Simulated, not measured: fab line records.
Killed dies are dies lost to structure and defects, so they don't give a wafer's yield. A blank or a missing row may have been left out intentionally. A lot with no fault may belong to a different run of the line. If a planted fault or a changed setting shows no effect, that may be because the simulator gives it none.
Struck lot and sound lot, side by side || flow nand-harc || 15 out of 1302 route steps
Sound: wafers L963.1, L963.2, L963.6. Struck: wafers L980.2, L980.3, L980.4. The cause is given at the end.
Each step with rows lists, per side, the tool, then ch with its chambers, then its first start. Under that, the readings that differ: sound wafers || struck wafers || difference of the means || sigmas: that difference in standard deviations of wafers without a fault.
alike: words and numbers the same on both sides, and readings whose means are apart by under 2 such deviations; not compared: readings that were withheld, readings missing a value for some wafer, numbers with overlapping values and no deviation given by the record, and bounds like >300 which may hide the same value.
The two part at a step that has a row with sigmas, a row that says differs or no value, or rows on one side only. Numbers that have no deviation but don't overlap get no sigmas and don't part them. A reading missing from all wafers of one side parts the sides only when that side holds two or more wafers.

NHARC_A_DECK1_JOINT_ETCHBACK_00: etches the open film in HBr, target depth 30 nm, time 17.4 s.
  sound on rie-si-02 ch 0,1, day 11 17:41; struck on rie-si-04 ch 1,2,3, day 18 12:16
  alike: drypump-motor-current-A, oes-product-au, rf-fwd-power-W, throttle-valve-pct
  not compared: rf-hours-counter-h
then, 8 steps without rows for these wafers: NHARC_A_DECK1_JOINT_PRECLEAN_30 (cleans in SC1); NHARC_A_DECK1_JOINT_SRD_31; NHARC_A_DECK1_JOINT_CVD_34 (deposits SiNx, target thk 20 nm); NHARC_A_DECK1_JOINT_DEP_06 (deposits SiOx, target thk 80 nm); NHARC_A_DECK1_JOINT_CURE_26 (time 32 s); NHARC_A_DECK1_JOINT_ANNEAL_27 (time 3600 s); NHARC_A_DECK1_JOINT_ANNEAL_28 (time 1800 s); NHARC_A_DECK1_JOINT_ANNEAL_29 (time 1800 s).
NHARC_A_DECK1_JOINT_CMP_02: polishes SiOx.
  sound on cmp-04 ch 0,2, day 12 15:41; struck on cmp-01 ch 0,1,3, day 19 13:26
  alike: motor-current-A
then, 1 step without rows for these wafers: NHARC_A_DECK1_JOINT_SRD_15.
NHARC_A_DECK1_JOINT_DEP_16: deposits SiO2, target thk 45 nm.
  sound on pecvd-02 ch 0,1, day 12 16:06; struck on pecvd-03 ch 0,1, day 19 13:50
  alike: heater-power-w, rf-fwd-power-W, showerhead-vpp-V, throttle-valve-pct
  not compared: since-wet-clean-h
NHARC_A_DECK1_JOINT_THK_MEAS_17: measures by ellipsometry.
  sound on film-metro-02 at day 12 16:21; struck on film-metro-02 at day 19 14:05
{"reading": "thk-nm (nm)", "sound": "44.4 43.5 44.7", "struck": "49.9 50.8 52.3", "difference": "+6.8", "sigmas": "+6"}
NHARC_A_DECK1_JOINT_INSPECT_05:
  sound on defect-inspect-02 at day 12 16:23; struck on defect-inspect-02 at day 19 14:08
  alike: raw-defect-count
then, 1 step without rows for these wafers: NHARC_END_SORT_01.

== WHERE THEY PART ==
Only at NHARC_A_DECK1_JOINT_THK_MEAS_17, as far as this record shows. Later steps at which nothing parts them and some readings are alike: NHARC_A_DECK1_JOINT_INSPECT_05.

WHY: what the simulator had put in
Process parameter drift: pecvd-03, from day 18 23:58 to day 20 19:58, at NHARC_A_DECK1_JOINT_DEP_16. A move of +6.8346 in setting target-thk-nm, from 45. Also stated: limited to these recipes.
